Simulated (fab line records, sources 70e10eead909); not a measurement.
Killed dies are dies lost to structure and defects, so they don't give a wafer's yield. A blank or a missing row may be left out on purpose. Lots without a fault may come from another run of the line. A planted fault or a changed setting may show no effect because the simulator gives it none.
A struck lot beside a sound one | flow nand_harc | 15 steps out of a route of 1302
Sound: wafers L393.1, L393.3, L393.6. Struck: wafers L394.1, L394.3, L394.4. The cause comes at the end.
At each step with rows: each side's tool, then ch and its chambers, then its first start. Under that, the readings that differ: sound wafers | struck wafers | difference of the means | sigmas: that difference in standard deviations of wafers without a fault.
alike: readings whose means differ by less than 2 such deviations, and words and numbers that are the same on both sides. not compared: withheld readings, readings that some wafer has no value for, bounds like >300 that may hide the same value, and numbers for which the record gives no deviation and whose values overlap.
The two part at a step that has a row with sigmas, a row that says differs or no value, or rows on one side only. Numbers that don't overlap but have no deviation are shown without sigmas and don't part them. A reading that every wafer of one side lacks parts them only if that side has two wafers or more.

first, 2 steps without rows for these wafers: NHARC_THIN_TSV_PEB_10 (peb time 85 s); NHARC_THIN_TSV_DEVELOP_11 (time 70 s).
NHARC_THIN_TSV_CD_MEAS_12: target cd 1000 nm.
  sound on cd_sem-02 ch 0, day 27 09:35; struck on cd_sem-03 ch 0, day 27 15:46
  reading    | sound             | struck               | difference | sigmas
  cd_nm (nm) | 999.8 998.3 998.2 | 1005.2 1003.3 1003.2 | +5.1       | +3
then, 1 step without rows for these wafers: NHARC_THIN_TSV_HARDBAKE_13 (time 80 s).
NHARC_THIN_TSV_DESCUM_14: chemistry O2, time 3 s.
  sound on rie_diel-12 ch 0,2,3, day 27 09:45; struck on rie_diel-12 ch 0,1,3, day 27 15:56
  alike: drypump_motor_current_A, oes_product_au, rf_vpp_V, showerhead_plenum_p_Torr, throttle_valve_pct
  not compared: rf_hours_counter_h
NHARC_THIN_TSV_ETCH_44: etches the open film in CF4/O2, target depth 1594.2 nm, time 797.1 s.
  sound on rie_diel-12 ch 0,1,2, day 27 09:56; struck on rie_diel-12 ch 0,1,3, day 27 16:04
  alike: cf4_flow_sccm, drypump_motor_current_A, oes_product_au, rf_vpp_V, showerhead_plenum_p_Torr, throttle_valve_pct
  not compared: rf_hours_counter_h
NHARC_THIN_TSV_ETCH_15: target depth 3000 nm, bosch target overetch cycles 2, bosch etch step 2.8 s.
  sound on rie_si-03 ch 0,1,2, day 27 10:23; struck on rie_si-02 ch 1,2,3, day 27 16:35
  alike: drypump_motor_current_A
  not compared: rf_hours_counter_h
NHARC_THIN_TSV_CD_MEAS_16:
  sound on cd_sem-03, day 27 10:32; struck on cd_sem-02, day 27 16:44
  reading    | sound             | struck               | difference | sigmas
  cd_nm (nm) | 999.7 998.3 999.3 | 1005.5 1003.0 1004.2 | +5.1       | +3
then, 2 steps without rows for these wafers: NHARC_THIN_TSV_STRIP_45 (strips in O2); NHARC_THIN_TSV_STRIP_46 (strips in post etch residue remover, time 1200 s).
NHARC_THIN_TSV_DEP_47: deposits SiO2, target thk 200 nm.
  sound on pecvd-01 ch 0,1, day 27 11:25; struck on pecvd-03 ch 0,1, day 27 17:47
  alike: throttle_valve_pct
  not compared: since_wet_clean_h
then, 1 step without rows for these wafers: NHARC_THIN_TSV_ETCHBACK_48 (etches the open film in C4F8/Ar, target depth 1028.5 nm, time 405.17 s).
NHARC_THIN_TSV_STRIP_62: strips in N2/H2, time 20 s.
  sound on plasma_asher-01 ch 0,1, day 27 12:13; struck on plasma_asher-01 ch 0,1, day 27 18:32
  no value came back on the struck wafers for drypump_motor_current_A (A), heater_power_w (W), rf_refl_power_W (W); on the sound wafers drypump_motor_current_A (A) reads 6.0 6.3 6.3
  not compared: rf_hours_counter_h
NHARC_THIN_TSV_DEGAS_49: time 120 s.
  sound on pvd_sputter-02, day 27 12:22; struck on pvd_sputter-01, day 27 18:41
  alike: heater_power_w
NHARC_END_SORT_01:
  sound on prober-01 ch 0, day 28 01:07; struck on prober-02 ch 0, day 28 07:38
  reading         | sound | struck | difference | sigmas
  killed_at_other | 2 3 3 | 6 5 10 | +4         | +4
  killed_open     | 1 2 3 | 6 5 13 | +6         | +3
  killed_short    | 3 2 4 | 11 4 7 | +4         | +2
  alike: defect_limited_yield, killed_at_array, killed_at_periphery, killed_dies

WHERE THEY PART
First at NHARC_THIN_TSV_CD_MEAS_12; last, within this record, at NHARC_END_SORT_01.

WHY: what the simulator had put in
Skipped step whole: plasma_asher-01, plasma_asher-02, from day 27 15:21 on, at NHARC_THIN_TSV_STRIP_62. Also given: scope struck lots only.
